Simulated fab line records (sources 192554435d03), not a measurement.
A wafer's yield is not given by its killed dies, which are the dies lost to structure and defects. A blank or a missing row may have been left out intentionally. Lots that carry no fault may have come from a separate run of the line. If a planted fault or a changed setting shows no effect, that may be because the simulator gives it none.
One fault seen from 3 desks || flow n5_finfet || numbers are kept per desk, each desk with only its own; the story behind them comes last

## TOOL OWNER'S DESK, litho_track-02
The tool's own readings at N5_BEOL_M0_CUTY_COAT_50 (time 60 s, resist thk 15 nm): means of the sampled wafers that have a number, for each lot that ran on this tool. The brackets show how far a lot's mean lies from the usual mean; more than 4 standard deviations puts the lot out of limits, marked OUT.
Columns: A = spin_speed_rpm at N5_BEOL_M0_CUTY_COAT_50, usual 1500.1 rpm
{"lot": "L458", "first seen here": "day 9 20:24", "A": "1191.1 (-99 or more) OUT"}
{"lot": "L459", "first seen here": "day 10 00:55", "A": "1189.7 (-99 or more) OUT"}
This desk finds L458, L459 out of limits, L458 being first, at day 9 20:24 (spin_speed_rpm at N5_BEOL_M0_CUTY_COAT_50). In limits: none.

## THE DEFECT DESK
Counts from the inspections along the route, per lot, as means over the sampled wafers that have a number. The brackets show how far a lot's mean lies from the usual mean; more than 4 standard deviations puts the lot out of limits, marked OUT.
Columns: A = raw_defect_count at N5_BEOL_M0_SAQP_INSPECT_42, usual 294
{"lot": "L445", "first seen here": "day 6 14:29", "A": 261}
{"lot": "L448", "first seen here": "day 7 10:47", "A": 323}
{"lot": "L452", "first seen here": "day 8 09:23", "A": 377}
{"lot": "L457", "first seen here": "day 9 13:53", "A": 336}
{"lot": "L458", "first seen here": "day 9 19:10", "A": 320}
{"lot": "L459", "first seen here": "day 9 23:33", "A": 213}
This desk's finding: nothing out of limits on any of the 6 lots.

## THE METROLOGY DESK
Means of the sampled wafers that have a number, per lot and without regard to the tool the lot ran on: this is what the gauges read. The brackets show how far a lot's mean lies from the usual mean; more than 4 standard deviations puts the lot out of limits, marked OUT. It has 12 readings; the 7 that lie furthest out on some lot are the ones shown.
Columns: A = cd_nm at N5_BEOL_M0_SAQP_CD_MEAS_40, usual 30.03 nm; B = M0_CUT1_OVL at N5_BEOL_M0_SAQP_OVL_MEAS_41, usual 0.1 nm; C = ION_N at N5_BEOL_M4_RC_MEAS_101, usual 673 uA/um; D = ION_P at N5_BEOL_M4_RC_MEAS_101, usual 462 uA/um; E = SS_N at N5_BEOL_M4_RC_MEAS_101, usual 71.4 mV/dec; F = VT_N at N5_BEOL_M4_RC_MEAS_101, usual 250 mV; G = VT_P at N5_BEOL_M4_RC_MEAS_101, usual -250 mV
{"lot": "L445", "first seen here": "day 6 14:25", "A": 30.29, "B": 0.9, "C": 669, "D": 457, "E": 71.2, "F": 254, "G": -251}
{"lot": "L448", "first seen here": "day 7 10:42", "A": 29.92, "B": 0.9, "C": 670, "D": 461, "E": 72.0, "F": 251, "G": -249}
{"lot": "L452", "first seen here": "day 8 09:18", "A": 30.03, "B": 0.9, "C": 678, "D": 470, "E": 71.2, "F": 250, "G": -245}
{"lot": "L457", "first seen here": "day 9 13:48", "A": 30.05, "B": 0.3, "C": 667, "D": 464, "E": 71.7, "F": 255, "G": -250}
{"lot": "L458", "first seen here": "day 9 19:05", "A": 29.99, "B": 0.5, "C": 671, "D": 462, "E": 71.7, "F": 251, "G": -250}
{"lot": "L459", "first seen here": "day 9 23:28", "A": 30.02, "B": 1.4, "C": 660, "D": 458, "E": 71.1, "F": 253, "G": -254}
This desk's finding: nothing out of limits on any of the 6 lots.

## PUT TOGETHER
On L458, L459, at day 9 20:24, an alarm was possible from the tool owner's desk.
Nothing out of limits was seen by the defect desk.
From the metrology desk's view, nothing was out of limits.
The defect desk has L458, L459 on record, within its limits.
The metrology desk has L458, L459 on record, within its limits.
All the named lots went through N5_BEOL_M0_CUTY_COAT_50 on litho_track-02.

## WHAT THE SIMULATOR HAD INSERTED
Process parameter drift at N5_BEOL_M0_CUTY_COAT_50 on litho_track-02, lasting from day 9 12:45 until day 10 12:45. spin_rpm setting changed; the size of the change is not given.
Struck lots among those shown: L458, L459.
How many hours passed from the start of the fault until each desk's first out-of-limits reading: the tool owner's desk, 8.
